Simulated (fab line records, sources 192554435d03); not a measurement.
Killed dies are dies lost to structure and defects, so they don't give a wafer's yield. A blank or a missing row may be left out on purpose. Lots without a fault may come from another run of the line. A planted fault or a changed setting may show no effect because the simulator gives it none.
Chamber matching | flow n5_finfet | N5_BEOL_M1_ALD_84 on ald_metal-03: 4 sister chambers
The step deposits TaN, pulse time 2 s, purge time 3 s, co reactant purge time 2 s. 8 wafers are shown with their chamber, then 11 later ones without.

WAFERS WITH THEIR CHAMBER
wafer  | chamber | heater_power_w (W) | heater_power_outer_w (W)
L080.2 | 0       | 429                | 271
L080.6 | 2       | 365                | 205
L081.5 | 0       | 421                | 267
L083.6 | 2       | 362                | 204
L088.2 | 1       | 469                | 261
L088.4 | 3       | 454                | 243
L088.5 | 1       | 466                | 256
L089.4 | 3       | 449                | 237

WAFERS WITHOUT THEIR CHAMBER
wafer  | heater_power_w (W) | heater_power_outer_w (W)
L089.5 | 365                | 209
L089.6 | 475                | 261
L091.3 | 445                | 249
L091.5 | 468                | 262
L091.6 | 363                | 210
L093.2 | 422                | 268
L093.3 | 453                | 236
L093.5 | 423                | 271
L096.1 | 427                | 271
L096.2 | 476                | 258
L096.5 | 428                | 266

WHICH CHAMBER EACH WENT THROUGH
wafer  | from the rows above | in truth
L089.5 | 2                   | 2
L089.6 | 1                   | 1
L091.3 | 3                   | 3
L091.5 | 1                   | 1
L091.6 | 2                   | 2
L093.2 | 0                   | 0
L093.3 | 3                   | 3
L093.5 | 0                   | 0
L096.1 | 0                   | 0
L096.2 | 1                   | 1
L096.5 | 0                   | 0
Placed correctly: 11 of 11. Can't be placed from these rows: 0. Placed wrongly: 0.
How it was worked out, from the rows above alone: a wafer's distance from a chamber is the root of the sum, over the readings, of the square of ((its reading less the chamber's mean) divided by the reading's scatter). The wafer belongs to the nearest chamber; if the next one is less than 2 further off, it can't be placed. A chamber's mean is the mean of its shown wafers. The scatter: the root of (the sum of the squares of (reading less its chamber's mean) over the shown wafers, divided by (wafers less chambers)).
